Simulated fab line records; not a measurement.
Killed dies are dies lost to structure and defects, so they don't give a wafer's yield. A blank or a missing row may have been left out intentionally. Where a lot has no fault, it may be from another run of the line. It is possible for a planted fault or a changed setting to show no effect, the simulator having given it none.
Matching of chambers :: flow nandHarc :: NHARC_A_CHANNEL_FILL_D1_ETCHBACK_20 on rieDiel-09: 4 sister chambers
The step etches the open film in C4F8/O2/Ar, target depth 27 nm, time 13.5 s. 8 wafers are shown with their chamber, then 11 later ones without.

WAFERS WITH THEIR CHAMBER
wafer: L079.2
chamber: 1
rfVppV (V): 971
oesProductAu (a.u.): 1.00

wafer: L085.2
chamber: 0
rfVppV (V): 976
oesProductAu (a.u.): 1.00

wafer: L087.5
chamber: 3
rfVppV (V): 972
oesProductAu (a.u.): 1.00

wafer: L087.6
chamber: 2
rfVppV (V): 974
oesProductAu (a.u.): 0.99

wafer: L089.4
chamber: 1
rfVppV (V): 971
oesProductAu (a.u.): 0.92

wafer: L089.5
chamber: 2
rfVppV (V): 974
oesProductAu (a.u.): 0.93

wafer: L089.6
chamber: 3
rfVppV (V): 973
oesProductAu (a.u.): 0.93

wafer: L092.1
chamber: 0
rfVppV (V): 976
oesProductAu (a.u.): 0.99

WAFERS MISSING THEIR CHAMBER
wafer: L092.2
rfVppV (V): 972
oesProductAu (a.u.): 1.00

wafer: L092.5
rfVppV (V): 968
oesProductAu (a.u.): 1.01

wafer: L093.1
rfVppV (V): 975
oesProductAu (a.u.): 0.97

wafer: L093.3
rfVppV (V): 971
oesProductAu (a.u.): 0.96

wafer: L093.4
rfVppV (V): 974
oesProductAu (a.u.): 0.97

wafer: L096.1
rfVppV (V): 970
oesProductAu (a.u.): 1.00

wafer: L096.2
rfVppV (V): 974
oesProductAu (a.u.): 1.00

wafer: L096.6
rfVppV (V): 971
oesProductAu (a.u.): 1.00

wafer: L097.1
rfVppV (V): 974
oesProductAu (a.u.): 1.00

wafer: L097.2
rfVppV (V): 972
oesProductAu (a.u.): 1.01

wafer: L097.4
rfVppV (V): 976
oesProductAu (a.u.): 1.00

WHICH CHAMBER EACH ONE RAN IN
wafer: L092.2
from the rows above: can't be placed: 3 or 1
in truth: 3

wafer: L092.5
from the rows above: 1
in truth: 1

wafer: L093.1
from the rows above: can't be placed: 2 or 0
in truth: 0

wafer: L093.3
from the rows above: 1
in truth: 1

wafer: L093.4
from the rows above: 2
in truth: 2

wafer: L096.1
from the rows above: 1
in truth: 1

wafer: L096.2
from the rows above: 2
in truth: 2

wafer: L096.6
from the rows above: 1
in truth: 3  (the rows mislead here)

wafer: L097.1
from the rows above: 2
in truth: 2

wafer: L097.2
from the rows above: can't be placed: 3 or 1
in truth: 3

wafer: L097.4
from the rows above: 0
in truth: 0
Correct placement for 7 of the 11. Can't be placed from these rows: 3 (the true chamber is among the candidates in 3). Number placed wrongly: 1.
How it was worked out, from the rows above alone: a wafer's distance from a chamber is the root of the sum, over the readings, of the square of ((its reading less the chamber's mean) divided by the reading's scatter). If the next closest chamber is less than 2 further off than the closest, the wafer can't be placed; otherwise it belongs to the closest. For every chamber, the mean is computed from those of its wafers that are shown. How the scatter is found: for the shown wafers, subtract from each reading the mean of its chamber, square and add these, divide the total by (wafers less chambers), then take the root.
